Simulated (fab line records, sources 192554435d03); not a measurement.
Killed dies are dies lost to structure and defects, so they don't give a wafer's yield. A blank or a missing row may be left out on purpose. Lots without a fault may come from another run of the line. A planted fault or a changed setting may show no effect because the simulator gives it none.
Chamber matching | flow n5_finfet | N5_HKMG_FIN_ETCH_67 on rie_diel-01: 4 sister chambers
The step etches SOC in N2/H2, stops on TiN, target depth 388.9 nm. 8 wafers are shown with their chamber, then 10 later ones without.

WAFERS WITH THEIR CHAMBER
wafer  | chamber | showerhead_plenum_p_Torr (Torr) | throttle_valve_pct (%)
L086.3 | 1       | 2.66                            | 18.0
L089.1 | 3       | 2.49                            | 17.6
L089.4 | 2       | 2.63                            | 18.3
L089.6 | 1       | 2.65                            | 18.0
L092.4 | 3       | 2.49                            | 17.6
L092.5 | 0       | 2.71                            | 17.5
L093.2 | 2       | 2.62                            | 18.4
L093.4 | 0       | 2.71                            | 17.6

WAFERS WITHOUT THEIR CHAMBER
wafer  | showerhead_plenum_p_Torr (Torr) | throttle_valve_pct (%)
L093.6 | 2.62                            | 18.4
L094.4 | 2.49                            | 17.6
L094.5 | 2.65                            | 18.0
L094.6 | 2.62                            | 18.4
L097.1 | 2.62                            | 18.4
L097.3 | 2.49                            | 17.6
L097.6 | 2.64                            | 18.1
L096.1 | 2.70                            | 17.6
L096.3 | 2.62                            | 18.4
L096.4 | 2.49                            | 17.6

WHICH CHAMBER EACH WENT THROUGH
wafer  | from the rows above | in truth
L093.6 | 2                   | 2
L094.4 | 3                   | 3
L094.5 | 1                   | 1
L094.6 | 2                   | 2
L097.1 | 2                   | 2
L097.3 | 3                   | 3
L097.6 | 1                   | 1
L096.1 | 0                   | 0
L096.3 | 2                   | 2
L096.4 | 3                   | 3
Placed correctly: 10 of 10. Can't be placed from these rows: 0. Placed wrongly: 0.
How it was worked out, from the rows above alone: a wafer's distance from a chamber is the root of the sum, over the readings, of the square of ((its reading less the chamber's mean) divided by the reading's scatter). The wafer belongs to the nearest chamber; if the next one is less than 2 further off, it can't be placed. A chamber's mean is the mean of its shown wafers. The scatter: the root of (the sum of the squares of (reading less its chamber's mean) over the shown wafers, divided by (wafers less chambers)).
